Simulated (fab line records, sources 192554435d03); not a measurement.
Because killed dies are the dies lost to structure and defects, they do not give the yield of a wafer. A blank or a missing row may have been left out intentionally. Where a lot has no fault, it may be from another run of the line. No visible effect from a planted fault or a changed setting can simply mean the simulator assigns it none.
fab line records	flow n5Finfet
record lots=6	wafers=16	lastDay=15
route steps=1938 shown SDB@376 DUMMY_REMOVAL@377 HKMG_FIN@385 BEOL_M4@1111
lots that met no fault: from a run of the same line without faults
startH: hours from the record's opening day to when the first of the lot's shown wafers began	waitH: how many hours have passed since the lot's step before this one	" the same as in the row above	L1.1+2: several wafers, shown together as one row	- no value, or no start was given	* or withheld: withheld	< > ~ a bound
route shown NAME@n: NAME is a module with steps in the file, n the number in the route of the first one	usual: the fault-free wafers' mean and standard deviation	same: alike in all rows	chamber/n: place in a boat	sites: readings site by site	_std_site: the values' standard deviation	_edge_site: outer sites' mean less inner sites'	radiusMm: how far each site lies from the wafer's centre	mask NAME#n: copy n	behind: tool/chamber where the wafer was last shaped	hold: why the lot was held/for how many hours/how that ended	device: names the non-switching transistor (n, p or np)	end of line: tests of these same wafers at the route's end	a step without rows: its recipe alone	killed: dies lost to structure and defects at the first sort, not the wafer's yield	map: dies across one wafer; x = killed, . = not, _ = none there
set.NAME: the setting the step ran with; set.NAME@STEP: the setting that earlier step ran with	model.NAME: the simulator's own value behind a step, which no gauge read
a table for each step, a row for each wafer; lots at some steps of the route
services: the hour from which a tool's chamber was out of use, counted from the record's first day as startH (under 0 if before that day), plus the number of hours and why
## steps
# step N5_SDB_INSPECT_36
# recipe inspectInstrument=darkfield	mode=postCmp
# usual rawDefectCount=36/13
lot.wafer	tool	chamber	startH	waitH	rawDefectCount
L555.1	defectInspect-01	-	104.27	0.0	23
L555.3	"	-	"	"	27
L555.5	"	-	"	"	18
L557.3	defectInspect-02	-	113.77	0.0	42
L557.4	"	-	"	"	21
L557.6	"	-	"	"	42
L559.2	defectInspect-01	-	125.26	0.0	25
L559.4	"	-	"	"	44
L559.6	"	-	"	"	29
L561.2	defectInspect-02	-	137.07	0.0	46
L561.3	"	-	"	"	36
L561.6	"	-	"	"	64
L562.3	defectInspect-01	-	141.88	0.0	27
L562.4	"	-	"	"	24
L566.1	defectInspect-02	-	164.83	0.0	61
L566.4	"	-	"	"	53
# step N5_DUMMY_REMOVAL_HM_STRIP_01
# recipe chemistry=CH3F/O2	material=SiNx	targetDepthA=40	stopOn=poly-Si	timeS=6.8	overEtchFrac=0.3	ionEnergyEv=60	powerW=410	biasW=29	Ar_flow_sccm=150	CH3F_flow_sccm=30	O2_flow_sccm=20
# step N5_DUMMY_REMOVAL_STRIP_10
# recipe chemistry=N2/H2	timeS=40	powerW=100	tempC=40	pressureMtorr=100	rfFrequencyHz=6e+07	biasPowerW=3	n2FlowSccm=300	h2FlowSccm=300
# step N5_DUMMY_REMOVAL_PRECLEAN_07
# recipe chemistry=dHF	timeS=30	tempC=25	dilution=withheld
# step N5_DUMMY_REMOVAL_DUMMY_REMOVE_02
# recipe chemistry=TMAH	tempC=70	target=poly-Si	stopOn=SiO2	targetDepthNm=142	concWtPct=5	timeS=57	dry=ipaMarangoni	rinseTimeS=30	rinseTempC=23
# step N5_DUMMY_REMOVAL_INSPECT_06
# recipe inspectInstrument=brightfield	mode=aei
# usual rawDefectCount=11/4.8
lot.wafer	tool	chamber	startH	waitH	rawDefectCount
L555.1	defectInspect-02	-	104.71	0.2	6
L555.3	"	-	"	"	9
L555.5	"	-	"	"	6
L557.3	defectInspect-02	-	114.03	0.0	15
L557.4	"	-	"	"	14
L557.6	"	-	"	"	11
L559.2	defectInspect-01	-	125.49	0.0	10
L559.4	"	-	"	"	12
L559.6	"	-	"	"	7
L561.2	defectInspect-02	-	137.31	0.0	14
L561.3	"	-	"	"	8
L561.6	"	-	"	"	16
L562.3	defectInspect-01	-	142.27	0.0	26
L562.4	"	-	"	"	23
L566.1	defectInspect-01	-	165.07	0.0	13
L566.4	"	-	"	"	9
# step N5_DUMMY_REMOVAL_PRECLEAN_08
# recipe chemistry=NF3:NH3	afsCycles=2	tempC=30	timeS=20	sublimationTempC=180	sublimationTimeS=60	pressureTorr=3	rfPowerW=30
# step N5_DUMMY_REMOVAL_PRECLEAN_04
# recipe chemistry=DHF	timeS=37	tempC=25	dilution=500:1
# step N5_DUMMY_REMOVAL_SRD_05
# recipe dry=ipaMarangoni	doPpb=5	timeS=30	tempC=23	rinseLiquid=diw
# step N5_HKMG_FIN_IL_REGROW_00
# recipe material=SiO2	targetThkA=7.5	chemistry=O3	tempC=withheld	timeS=30
# step N5_HKMG_FIN_HK_ALD_01
# recipe material=HfO2	targetThkA=16	tempC=withheld	aldPrecursorFamily=HfCl4	aldCoReactant=H2O	pulseTimeS=3	purgeTimeS=3	coReactantPurgeTimeS=2.5	coReactantPulseTimeS=0.3	aldCycles=30
# usual precursorPulseHeightRel=1.000/0.022
lot.wafer	tool	chamber	startH	waitH	precursorPulseHeightRel
L555.1	aldHk-01	1	105.07	0.0	0.966
L555.3	"	2	"	"	1.020
L555.5	"	3	"	"	1.044
L557.3	aldHk-02	1	114.39	0.0	1.002
L557.4	"	2	"	"	1.006
L557.6	"	0	"	"	0.992
L559.2	aldHk-03	3	125.85	0.0	1.037
L559.4	"	1	"	"	0.985
L559.6	"	1	"	"	0.992
L561.2	aldHk-02	3	137.71	0.1	0.990
L561.3	"	2	"	"	0.951
L561.6	"	2	"	"	0.994
L562.3	aldHk-03	2	142.63	0.0	1.030
L562.4	"	0	"	"	1.029
L566.1	aldHk-01	0	165.42	0.0	1.013
L566.4	"	3	"	"	1.019
# step N5_HKMG_FIN_HK_ANNEAL_02
# recipe tempC=700	timeS=30	ambient=N2	idleTempC=600	rampUpCPerS=150	rampDownCPerS=60	coolToC=600
# step N5_HKMG_FIN_ALD_74
# recipe material=La2O3	targetThkA=5	tempC=250	aldPrecursorFamily=La-Cp	aldCoReactant=O3	pulseTimeS=6	coReactantPulseTimeS=1	purgeTimeS=3	coReactantPurgeTimeS=3
# usual heaterPowerW=360/40	precursorPulseHeightRel=1.002/0.02	susceptorTempC=249.97/0.16
lot.wafer	tool	chamber	startH	waitH	heaterPowerW	precursorPulseHeightRel	susceptorTempC
L555.1	aldHk-03	2	105.47	0.2	310	0.974	250.18
L555.3	"	0	"	"	349	0.992	249.81
L555.5	"	3	"	"	323	0.992	249.90
L557.3	aldHk-02	0	114.79	0.1	337	1.005	249.91
L557.4	"	1	"	"	385	1.008	249.82
L557.6	"	1	"	"	376	1.021	249.91
L559.2	aldHk-02	0	126.33	0.2	324	1.010	249.82
L559.4	"	2	"	"	333	0.999	249.92
L559.6	"	2	"	"	338	0.968	250.15
L561.2	aldHk-01	0	138.35	0.2	422	1.043	249.77
L561.3	"	1	"	"	362	0.966	249.86
L561.6	"	3	"	"	329	1.001	249.95
L562.3	aldHk-02	2	143.11	0.1	328	1.036	250.01
L562.4	"	0	"	"	335	1.010	249.60
L566.1	aldHk-02	2	166.04	0.2	329	0.956	250.09
L566.4	"	3	"	"	352	0.999	249.91
# step N5_HKMG_FIN_ALD_75
# recipe material=Al2O3	targetThkA=10	tempC=150	aldPrecursorFamily=TMA	aldCoReactant=H2O	pulseTimeS=withheld	coReactantPulseTimeS=1
# usual heaterPowerW=155/17	precursorPulseHeightRel=0.999/0.019	susceptorTempC=149.99/0.15
lot.wafer	tool	chamber	startH	waitH	heaterPowerW	precursorPulseHeightRel	susceptorTempC
L555.1	aldHk-03	2	105.55	0.0	137	0.995	150.21
L555.3	"	0	"	"	146	0.983	150.15
L555.5	"	3	"	"	140	1.010	149.60
L557.3	aldHk-02	0	114.87	0.0	140	0.985	149.95
L557.4	"	1	"	"	163	1.002	149.99
L557.6	"	1	"	"	166	1.017	150.03
L559.2	aldHk-02	0	126.49	0.1	143	0.984	149.95
L559.4	"	2	"	"	148	1.005	150.08
L559.6	"	2	"	"	142	0.980	150.07
L561.2	aldHk-01	0	138.43	0.0	187	0.980	150.08
L561.3	"	1	"	"	154	0.979	149.99
L561.6	"	3	"	"	140	1.007	149.91
L562.3	aldHk-02	2	143.26	0.1	147	0.999	150.20
L562.4	"	0	"	"	144	0.972	149.98
L566.1	aldHk-02	2	166.20	0.1	148	0.991	149.72
L566.4	"	3	"	"	154	0.990	149.93
# step N5_HKMG_FIN_COAT_41
# recipe resist=SOC	tempC=250	timeS=60	spinRpm=1500	resistThkNm=300
# step N5_HKMG_FIN_COAT_42
# recipe resist=SiARC	tempC=220	timeS=60	spinRpm=1500	resistThkNm=35
# step N5_HKMG_FIN_COAT_43
# recipe resist=CAR-ArF	spinRpm=1500	resistThkNm=90
# step N5_HKMG_FIN_EBR_45
# recipe solvent=PGMEA	ebrWidthMm=1.5
# step N5_HKMG_FIN_SOFTBAKE_44
# recipe tempC=110	timeS=60	resist=CAR-ArF
# step N5_HKMG_FIN_EXPOSE_46
# recipe maskId=NDIPOLE	na=1.35	sourceShape=conventional	sigmaOuter=0.8	polarization=unpolarized	doseMj=40
# step N5_HKMG_FIN_PEB_47
# recipe pebTempC=withheld	pebTimeS=60	resist=CAR-ArF
# step N5_HKMG_FIN_DEVELOP_48
# recipe developTimeS=30	developer=TMAH	resist=CAR-ArF	rinseLiquid=diw	dry=airSpin	devTempC=23
# step N5_HKMG_FIN_CD_MEAS_49
# recipe targetCdNm=202	landingEnergyEv=500	detector=seInlens	polarity=opening
# usual cdNm=202.6/0.72
lot.wafer	tool	chamber	startH	waitH	cdNm
L555.1	cdSem-03	0	106.01	-	203.0
L555.3	"	0	"	"	202.0
L555.5	"	0	"	"	201.4
L557.3	cdSem-02	0	115.34	-	201.7
L557.4	"	0	"	"	202.8
L557.6	"	0	"	"	202.9
L559.2	cdSem-01	0	126.90	-	202.2
L559.4	"	0	"	"	201.9
L559.6	"	0	"	"	202.6
L561.2	cdSem-01	0	138.89	-	202.7
L561.3	"	0	"	"	203.2
L561.6	"	0	"	"	203.2
L562.3	cdSem-02	0	143.68	-	202.1
L562.4	"	0	"	"	202.0
L566.1	cdSem-01	0	166.73	-	203.4
L566.4	"	0	"	"	202.1
# step N5_HKMG_FIN_OVL_MEAS_50
# recipe pointsPerWafer=44
# usual NDIPOLE_OVL=-0.5/0.76
lot.wafer	tool	chamber	startH	waitH	NDIPOLE_OVL[nm]
L555.1	overlay-01	0	106.05	0.0	-0.2
L555.3	"	0	"	"	0.1
L555.5	"	0	"	"	-0.2
L557.3	overlay-01	0	115.37	0.0	-0.1
L557.4	"	0	"	"	-0.7
L557.6	"	0	"	"	-1.2
L559.2	overlay-01	0	126.93	0.0	-0.2
L559.4	"	0	"	"	-0.3
L559.6	"	0	"	"	0.0
L561.2	overlay-02	0	138.92	0.0	-0.5
L561.3	"	0	"	"	-0.6
L561.6	"	0	"	"	-0.6
L562.3	overlay-02	0	143.71	0.0	-0.5
L562.4	"	0	"	"	-0.9
L566.1	overlay-01	0	166.76	0.0	-1.3
L566.4	"	0	"	"	-2.0
# step N5_HKMG_FIN_INSPECT_61
# recipe mode=adi	inspectInstrument=macro
# usual rawDefectCount=2/1.3
lot.wafer	tool	chamber	startH	waitH	rawDefectCount
L555.1	defectInspect-02	-	106.07	0.0	4
L555.3	"	-	"	"	2
L555.5	"	-	"	"	0
L557.3	defectInspect-02	-	115.39	0.0	2
L557.4	"	-	"	"	1
L557.6	"	-	"	"	2
L559.2	defectInspect-01	-	126.95	0.0	1
L559.4	"	-	"	"	4
L559.6	"	-	"	"	1
L561.2	defectInspect-01	-	138.95	0.0	2
L561.3	"	-	"	"	2
L561.6	"	-	"	"	1
L562.3	defectInspect-01	-	143.73	0.0	1
L562.4	"	-	"	"	2
L566.1	defectInspect-01	-	166.79	0.0	4
L566.4	"	-	"	"	1
# step N5_HKMG_FIN_DESCUM_53
# recipe chemistry=O2	timeS=7.9	sourcePowerW=50	biasPowerW=20	pressureMtorr=20	rfFrequencyHz=2.712e+07	tempC=40	resist=CAR-ArF	o2FlowSccm=225
# step N5_HKMG_FIN_ETCH_54
# recipe chemistry=CF4	target=SiARC	targetDepthA=455	maskMaterial=CAR-ArF	timeS=75.8	ionEnergyEv=80	pressureMtorr=40	sourceW=545	biasW=36	Ar_flow_sccm=100	cf4FlowSccm=100	ends=cleared
# step N5_HKMG_FIN_ETCH_55
# recipe chemistry=N2/H2	target=SOC	targetDepthA=2400	tempC=40	timeS=300	ionEnergyEv=200	maskMaterial=SiARC	pressureMtorr=30	sourceW=840	biasW=150	n2FlowSccm=200	h2FlowSccm=200
# usual chamberPressureMTorr=30.001/0.028	drypumpMotorCurrentA=5.71/0.3	oesProductAu=0.80/0.083	rfVppV=524.3/1.9	showerheadPlenumPTorr=2.56/0.066	throttleValvePct=17.83/0.24
lot.wafer	tool	chamber	startH	waitH	chamberPressureMTorr	drypumpMotorCurrentA	oesProductAu	rfHoursCounterH	rfVppV	showerheadPlenumPTorr	throttleValvePct
L555.1	rieDiel-06	3	106.19	0.0	29.979	6.07	0.85	72	525.4	2.57	17.56
L555.3	"	1	"	"	30.048	5.92	0.71	224	526.0	2.61	17.97
L555.5	"	0	"	"	29.991	5.55	0.86	-	523.1	2.52	17.67
L557.3	rieDiel-06	1	115.51	0.0	29.979	5.92	0.70	228	525.7	2.61	17.99
L557.4	"	0	"	"	29.980	5.54	0.85	30	522.0	2.52	17.67
L557.6	"	0	"	"	30.016	5.57	0.85	-	522.4	2.52	17.66
L559.2	rieDiel-04	0	127.08	0.0	29.979	6.22	0.92	25	525.9	2.61	17.60
L559.4	"	2	"	"	29.939	5.47	0.76	177	526.5	2.65	17.65
L559.6	"	2	"	"	29.943	5.48	0.75	-	525.0	2.65	17.64
L561.2	rieDiel-01	3	139.07	0.0	30.026	5.52	0.86	50	525.8	2.58	17.91
L561.3	"	2	"	"	30.027	5.85	0.67	229	520.8	2.41	18.29
L561.6	"	0	"	"	29.992	5.15	0.92	-	525.5	2.64	17.89
L562.3	rieDiel-06	0	143.94	0.0	29.962	5.55	0.83	39	522.5	2.51	17.68
L562.4	"	3	"	"	30.007	6.07	0.83	86	524.4	2.57	17.58
L566.1	rieDiel-01	3	167.01	0.0	30.011	5.53	0.85	60	524.5	2.58	17.92
L566.4	"	1	"	"	30.042	5.58	0.72	192	525.3	2.65	18.37
# step N5_HKMG_FIN_STRIP_56
# recipe chemistry=N2/H2	tempC=40	n2FlowSccm=200	h2FlowSccm=200	rfFrequencyHz=6e+07
# step N5_HKMG_FIN_STRIP_57
# recipe chemistry=CF4	resist=SiARC	powerW=300	biasPowerW=75	pressureMtorr=50	cf4FlowSccm=150	rfFrequencyHz=6e+07
# step N5_HKMG_FIN_ETCH_58
# recipe chemistry=N2/H2	target=SOC	targetDepthA=2158	ionEnergyEv=50	biasW=13	timeS=741	pressureMtorr=30	sourceW=875	n2FlowSccm=200	h2FlowSccm=200
# usual chamberPressureMTorr=29.998/0.028	drypumpMotorCurrentA=5.71/0.3	oesProductAu=0.80/0.081	rfVppV=99.2/0.86	showerheadPlenumPTorr=2.56/0.066	throttleValvePct=17.78/0.24
lot.wafer	tool	chamber	startH	waitH	chamberPressureMTorr	drypumpMotorCurrentA	oesProductAu	rfHoursCounterH	rfVppV	showerheadPlenumPTorr	throttleValvePct
L555.1	rieDiel-06	3	106.40	0.0	30.058	6.08	0.87	72	99.9	2.57	17.53
L555.3	"	1	"	"	30.031	5.93	0.71	224	99.3	2.61	17.93
L555.5	"	0	"	"	29.997	5.58	0.86	-	100.2	2.52	17.61
L557.3	rieDiel-06	1	115.72	0.0	30.030	5.91	0.70	228	100.4	2.61	17.92
L557.4	"	0	"	"	30.040	5.59	0.84	30	99.8	2.52	17.63
L557.6	"	0	"	"	29.972	5.57	0.85	-	99.8	2.52	17.63
L559.2	rieDiel-04	0	127.29	0.0	30.009	6.22	0.90	25	100.1	2.61	17.59
L559.4	"	2	"	"	29.991	5.45	0.73	177	101.2	2.65	17.59
L559.6	"	2	"	"	30.023	5.51	0.74	-	99.9	2.65	17.60
L561.2	rieDiel-01	3	139.28	0.0	29.976	5.55	0.85	50	100.2	2.58	17.87
L561.3	"	2	"	"	30.000	5.82	0.68	229	98.1	2.41	18.26
L561.6	"	0	"	"	29.948	5.12	0.92	-	100.4	2.64	17.83
L562.3	rieDiel-06	0	144.15	0.0	29.999	5.57	0.84	39	99.1	2.51	17.64
L562.4	"	3	"	"	30.026	6.06	0.84	87	98.9	2.57	17.55
L566.1	rieDiel-01	3	167.22	0.0	30.021	5.52	0.83	60	98.8	2.58	17.87
L566.4	"	1	"	"	29.994	5.57	0.74	192	98.8	2.65	18.31
# step N5_HKMG_FIN_STRIP_93
# recipe chemistry=N2/H2	material=SOC	timeS=20	powerW=500	tempC=40	pressureMtorr=50	rfFrequencyHz=6e+07	biasPowerW=8	h2Frac=0.5	n2FlowSccm=300	h2FlowSccm=300
# step N5_HKMG_FIN_WET_ETCH_76
# recipe chemistry=dNH4OH	mix=1:50	tempC=25	target=Al2O3	stopOn=La2O3	targetDepthNm=2.25	dry=ipaMarangoni	rinseTimeS=30	rinseTempC=23
# step N5_HKMG_FIN_STRIP_60
# recipe chemistry=N2/H2	powerW=2500	tempC=300	h2Frac=0.65	timeS=360	pressureMtorr=withheld	n2FlowSccm=1750	h2FlowSccm=3250
# step N5_HKMG_FIN_WET_ETCH_77
# recipe chemistry=dHCl	mix=1:10000	tempC=25	target=La2O3	stopOn=HfO2	targetDepthNm=2
# step N5_HKMG_FIN_WET_ETCH_78
# recipe chemistry=dNH4OH	mix=1:50	tempC=25	target=Al2O3	stopOn=La2O3	targetDepthNm=4.5	dry=ipaMarangoni	rinseTimeS=30	rinseTempC=23
# step N5_HKMG_FIN_ALD_79
# recipe material=TiN	targetThkA=15	tempC=400	aldPrecursorFamily=TiCl4	aldCoReactant=NH3	pulseTimeS=1	purgeTimeS=3	coReactantPurgeTimeS=2	coReactantPulseTimeS=2	aldCycles=68	pressureTorr=3
# step N5_HKMG_FIN_CVD_62
# recipe material=a-Si	targetThkA=30	tempC=500	precursor=Si2H6	pressureTorr=1	timeS=20.8
# usual chamberPressureTorr=0.9996/0.0023	heaterPowerW=1427/200	susceptorTempC=499.95/0.25
lot.wafer	tool	chamber	startH	waitH	chamberPressureTorr	heaterPowerW	susceptorTempC
L555.1	thermalCvdSi-01	1	107.83	0.2	1.0036	1116	499.86
L555.3	"	2	"	"	0.9992	1585	499.58
L555.5	"	2	"	"	0.9984	1606	500.15
L557.3	thermalCvdSi-01	1	117.20	0.2	1.0022	1122	500.23
L557.4	"	2	"	"	0.9973	1555	499.80
L557.6	"	1	"	"	1.0031	1148	500.13
L559.2	thermalCvdSi-01	2	128.71	0.2	1.0036	1621	499.87
L559.4	"	1	"	"	1.0001	1154	499.94
L559.6	"	1	"	"	1.0018	1138	499.84
L561.2	thermalCvdSi-01	0	140.77	0.2	0.9987	1661	499.86
L561.3	"	1	"	"	1.0009	1145	499.83
L561.6	"	1	"	"	1.0026	1129	499.83
L562.3	thermalCvdSi-02	1	145.58	0.2	0.9995	1378	500.40
L562.4	"	1	"	"	1.0014	1396	500.24
L566.1	thermalCvdSi-02	0	168.66	0.2	0.9989	1270	499.64
L566.4	"	0	"	"	1.0022	1213	499.62
# step N5_HKMG_FIN_RTA_80
# recipe tempC=withheld	timeS=2	ambient=N2	idleTempC=600	rampUpCPerS=150	rampDownCPerS=60	coolToC=600
# step N5_HKMG_FIN_PRECLEAN_64
# recipe chemistry=dHF	timeS=30	tempC=25	dilution=withheld
# step N5_HKMG_FIN_WET_ETCH_65
# recipe chemistry=TMAH	tempC=70	concWtPct=5	target=a-Si	stopOn=TiN	timeS=49	targetDepthNm=3
# step N5_HKMG_FIN_WET_ETCH_81
# recipe chemistry=SC1	target=TiN	stopOn=HfO2	mix=1:1:5	tempC=60	timeS=57	targetDepthNm=6
# step N5_BEOL_M4_RC_MEAS_101
# usual DIBL_N=36.0/2.2	DIBL_P=35.9/2.6	IOFF_N=0.16/0.038	IOFF_P=0.21/0.042	ION_N=675/15	ION_P=463/10	SS_N=71.5/0.62	SS_P=73.2/0.76	VT_N=250/4.1	VT_N_LVT=99/3.8	VT_P=-251/3.6	VT_P_LONG=-275.8/3
lot.wafer	tool	chamber	startH	waitH	DIBL_N[mV/V]	DIBL_P[mV/V]	IOFF_N[nA/um]	IOFF_P[nA/um]	ION_N[uA/um]	ION_P[uA/um]	SS_N[mV/dec]	SS_P[mV/dec]	VT_N[mV]	VT_N_LVT[mV]	VT_P[mV]	VT_P_LONG[mV]
L555.1	prober-01	0	195.21	0.0	34.6	34.5	0.14	0.19	683	470	71.3	73.1	249	98	-251	-275.0
L555.3	"	0	"	"	31.4	31.4	0.11	0.16	667	461	70.3	72.1	251	99	-252	-274.4
L555.5	"	0	"	"	35.9	36.8	0.16	0.20	689	465	71.7	73.3	249	97	-252	-274.2
L557.3	prober-01	0	214.59	0.3	37.3	36.8	0.17	0.23	674	467	72.5	73.3	248	97	-250	-277.3
L557.4	"	0	"	"	34.7	34.1	0.12	0.18	678	471	71.6	73.0	252	103	-252	-275.9
L557.6	"	0	"	"	33.4	33.1	0.12	0.17	682	472	70.7	71.9	252	102	-253	-275.5
L559.2	prober-02	0	216.01	0.2	37.0	34.9	0.14	0.16	671	449	71.9	73.1	254	104	-257	-280.8
L559.4	"	0	"	"	36.9	36.5	0.16	0.19	683	458	72.4	73.1	252	101	-256	-278.4
L559.6	"	0	"	"	34.9	33.9	0.11	0.15	661	445	71.1	73.0	256	106	-257	-279.6
L561.2	prober-01	0	230.65	0.2	37.6	35.9	0.17	0.25	688	479	71.0	73.6	251	96	-247	-272.4
L561.3	"	0	"	"	36.6	33.7	0.13	0.20	673	468	70.5	72.3	251	100	-250	-271.0
L561.6	"	0	"	"	36.8	33.6	0.14	0.21	660	454	71.1	73.3	251	101	-249	-271.0
L562.3	prober-01	0	247.60	0.3	34.9	37.1	0.16	0.14	685	450	71.1	72.7	246	82	-259	-286.9
L562.4	"	0	"	"	36.3	36.2	0.14	0.19	647	444	72.0	72.4	253	100	-251	-274.7
L566.1	prober-01	0	262.09	0.0	34.9	36.9	0.16	0.16	678	455	70.9	73.9	248	83	-258	-285.8
L566.4	"	0	"	"	37.8	40.2	0.24	0.28	723	484	72.0	74.1	239	89	-247	-272.8
## services
tool	chamber	startH	hours	kind
rieDiel-04	0	102.22	2.3	repair
thermalCvdSi-01	0	103.22	30.7	repair
aldHk-01	-	105.29	14.6	pm
aldHk-03	-	111.05	8.7	pm
thermalCvdSi-01	-	144.30	14.6	pm
rieDiel-06	0	155.65	13.1	repair
aldHk-02	-	160.80	0.7	repair
## key
firstSign step=N5_BEOL_M4_RC_MEAS_101	reading=VT_N_LVT	direction=down	sigmas=4.1	usual=99	struck=83
effect step=N5_BEOL_M4_RC_MEAS_101	reading=VT_P_LONG	direction=down	sigmas=3.6	usual=-275.8	struck=-286.3
metAt N5_HKMG_FIN_ALD_74
struckWafers L562.3,L566.1
onsetBetween 126.33 143.11
fault kind=processParameterDrift	tool=aldHk-02	chamber=-	onsetH=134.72	steps=N5_HKMG_FIN_ALD_74	channel=targetThkA	offset=*	shape=step	endH=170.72	scope=struckWafersOnly	actsIn=*	stated=*
